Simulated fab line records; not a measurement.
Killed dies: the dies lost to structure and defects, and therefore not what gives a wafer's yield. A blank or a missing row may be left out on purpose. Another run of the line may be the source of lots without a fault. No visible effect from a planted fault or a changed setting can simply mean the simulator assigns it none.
Which tool did it? || flow nand harc || Sampling: 11 lots, 33 wafers, 2 of 1302 route steps

== WHAT THE GAUGES READ, wafer by wafer ==
NHARC_P_BONDPAD_INSPECT_23.
{"lot": "L075", "measured": "day 7 01:40", "on": "defect inspect-02", "raw defect count": "382 368 338"}
{"lot": "L077", "measured": "day 7 18:46", "on": "defect inspect-01", "raw defect count": "473 426 538"}
{"lot": "L079", "measured": "day 8 19:56", "on": "defect inspect-01", "raw defect count": "321 416 336"}
{"lot": "L080", "measured": "day 9 16:58", "on": "defect inspect-01", "raw defect count": "302 301 315"}
{"lot": "L084", "measured": "day 10 17:41", "on": "defect inspect-01", "raw defect count": "527 497 597"}
{"lot": "L086", "measured": "day 11 12:09", "on": "defect inspect-01", "raw defect count": "510 313 378"}
{"lot": "L088", "measured": "day 12 18:17", "on": "defect inspect-01", "raw defect count": "277 217 510"}
{"lot": "L090", "measured": "day 13 09:46", "on": "defect inspect-01", "raw defect count": "296 220 218"}
{"lot": "L092", "measured": "day 14 06:38", "on": "defect inspect-02", "raw defect count": "649 306 322"}
{"lot": "L094", "measured": "day 15 02:43", "on": "defect inspect-02", "raw defect count": "359 290 547"}
{"lot": "L096", "measured": "day 16 03:19", "on": "defect inspect-02", "raw defect count": "201 446 300"}

== WHICH TOOL RAN EACH LOT (tool, then ch and the chambers of the sampled wafers, then the start) ==
{"lot": "L075", "NHARC_P_BONDPAD_PVD_27": "pvd sputter-01, day 7 01:40 or earlier"}
{"lot": "L077", "NHARC_P_BONDPAD_PVD_27": "pvd sputter-01, day 7 18:46 or earlier"}
{"lot": "L079", "NHARC_P_BONDPAD_PVD_27": "pvd sputter-03, day 8 19:56 or earlier"}
{"lot": "L080", "NHARC_P_BONDPAD_PVD_27": "pvd sputter-03, day 9 16:58 or earlier"}
{"lot": "L084", "NHARC_P_BONDPAD_PVD_27": "pvd sputter-02, day 10 17:41 or earlier"}
{"lot": "L086", "NHARC_P_BONDPAD_PVD_27": "pvd sputter-01, day 11 12:09 or earlier"}
{"lot": "L088", "NHARC_P_BONDPAD_PVD_27": "pvd sputter-01, day 12 18:17 or earlier"}
{"lot": "L090", "NHARC_P_BONDPAD_PVD_27": "pvd sputter-03, day 13 09:46 or earlier"}
{"lot": "L092", "NHARC_P_BONDPAD_PVD_27": "pvd sputter-01, day 14 06:38 or earlier"}
{"lot": "L094", "NHARC_P_BONDPAD_PVD_27": "pvd sputter-03, day 15 02:43 or earlier"}
{"lot": "L096", "NHARC_P_BONDPAD_PVD_27": "pvd sputter-01, day 16 03:19 or earlier"}
- NHARC_P_BONDPAD_PVD_27: deposits Cu, target thk 30 nm, time 20.49 s.

== THE ANSWER, worked out from the rows above alone ==
Rule: the lots themselves supply what counts as usual. The widest of any qualifying gaps counts: lots, ordered by their means at a reading, are off when they make up no more than a third of the lots, leave a main group of 4 or more, and stand apart from it by 3 or more times the standard deviation of that group's means. A main group is skipped when, at the precision printed for the reading in the tables above, its means are all equal. Also off: a lot with no number at a reading for which 4 or more lots have one. Where the step has rows for the other lots, those lots are counted as sound.
No lot is off on any of the readings shown, so nothing can be concluded from this.

== WHAT WAS PUT IN BY THE SIMULATOR ==
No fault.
